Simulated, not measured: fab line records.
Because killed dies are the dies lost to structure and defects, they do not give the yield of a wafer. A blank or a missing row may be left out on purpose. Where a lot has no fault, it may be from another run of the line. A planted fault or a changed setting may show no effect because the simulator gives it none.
Check of tool commonality | flow nand harc | Sampled: 3 lots, 9 wafers

## REASON IT WAS OPENED
At NHARC_END_SORT_01 the reading killed at array is flagged on 3 of 3 lots. Wafers without a fault read 52, standard deviation 18.
Rule: a lot gets a flag if all its wafers with a number sit over 4 standard deviations from that mean, or if no wafer of it has a number. All remaining lots are regarded as sound.

lot  | measured     | on        | killed at array, wafer by wafer | flag
L717 | day 29 17:01 | prober-01 | 530 524 529                     | FLAGGED
L719 | day 30 08:54 | prober-02 | 523 544 538                     | FLAGGED
L720 | day 31 02:07 | prober-02 | 516 522 529                     | FLAGGED
The mean of the flagged lots' numbers is 528, +476 from the usual (+26 standard deviations).

## WHICH TOOL RAN EACH LOT
The record holds 4 process steps before the reading, out of a route of 1302 steps. Cell contents, in order: the tool; ch with the chambers the sampled wafers went through; the start.
lot  | flag    | NHARC_A_STAIRCASE_DEP_322     | NHARC_A_STAIRCASE_STRIP_446          | NHARC_A_STAIRCASE_ETCHBACK_157     | NHARC_A_SGD_CUT_DEP_00
L717 | FLAGGED | pecvd-02 ch 0,1, day 23 03:14 | plasma asher-01 ch 0,1, day 23 23:49 | rie diel-10 ch 0,1,3, day 24 01:33 | pecvd-04 ch 0,1,2, day 24 02:31
L719 | FLAGGED | pecvd-01 ch 0,1, day 24 04:16 | plasma asher-02 ch 0,1, day 24 23:53 | rie diel-10 ch 1,2, day 25 01:28   | pecvd-03 ch 0,1, day 25 02:27
L720 | FLAGGED | pecvd-02 ch 0,2, day 24 04:20 | plasma asher-01 ch 0,1, day 24 23:52 | rie diel-01 ch 0,1,2, day 25 01:36 | pecvd-02 ch 0,1, day 25 02:34
These steps, and what they do:
- NHARC_A_STAIRCASE_DEP_322: deposits SiO2, target thk 7200 nm.
- NHARC_A_STAIRCASE_STRIP_446: strips in O2.
- NHARC_A_STAIRCASE_ETCHBACK_157: etches the open film in CH3F/O2, target depth 90 nm, time 167.14 s.
- NHARC_A_SGD_CUT_DEP_00: deposits SiNx, target thk 50 nm.
- NHARC_END_SORT_01

## FLAGGED OVER TOTAL, TOOL BY TOOL (the gauges that took the reading come last)
step                           | tool            | lots run | flagged | share of the flagged lots | sound lots run after its first flagged lot
NHARC_A_STAIRCASE_DEP_322      | pecvd-01        | 1        | 1       | some                      | 0
NHARC_A_STAIRCASE_DEP_322      | pecvd-02        | 2        | 2       | some                      | 0
NHARC_A_STAIRCASE_STRIP_446    | plasma asher-01 | 2        | 2       | some                      | 0
NHARC_A_STAIRCASE_STRIP_446    | plasma asher-02 | 1        | 1       | some                      | 0
NHARC_A_STAIRCASE_ETCHBACK_157 | rie diel-01     | 1        | 1       | some                      | 0
NHARC_A_STAIRCASE_ETCHBACK_157 | rie diel-10     | 2        | 2       | some                      | 0
NHARC_A_SGD_CUT_DEP_00         | pecvd-02        | 1        | 1       | some                      | 0
NHARC_A_SGD_CUT_DEP_00         | pecvd-03        | 1        | 1       | some                      | 0
NHARC_A_SGD_CUT_DEP_00         | pecvd-04        | 1        | 1       | some                      | 0
NHARC_END_SORT_01              | prober-01       | 1        | 1       | some                      | 0
NHARC_END_SORT_01              | prober-02       | 2        | 2       | some                      | 0

## WHAT THE TABLE ALLOWS
No row of the table ran every flagged lot.

## WHAT WAS PUT IN BY THE SIMULATOR
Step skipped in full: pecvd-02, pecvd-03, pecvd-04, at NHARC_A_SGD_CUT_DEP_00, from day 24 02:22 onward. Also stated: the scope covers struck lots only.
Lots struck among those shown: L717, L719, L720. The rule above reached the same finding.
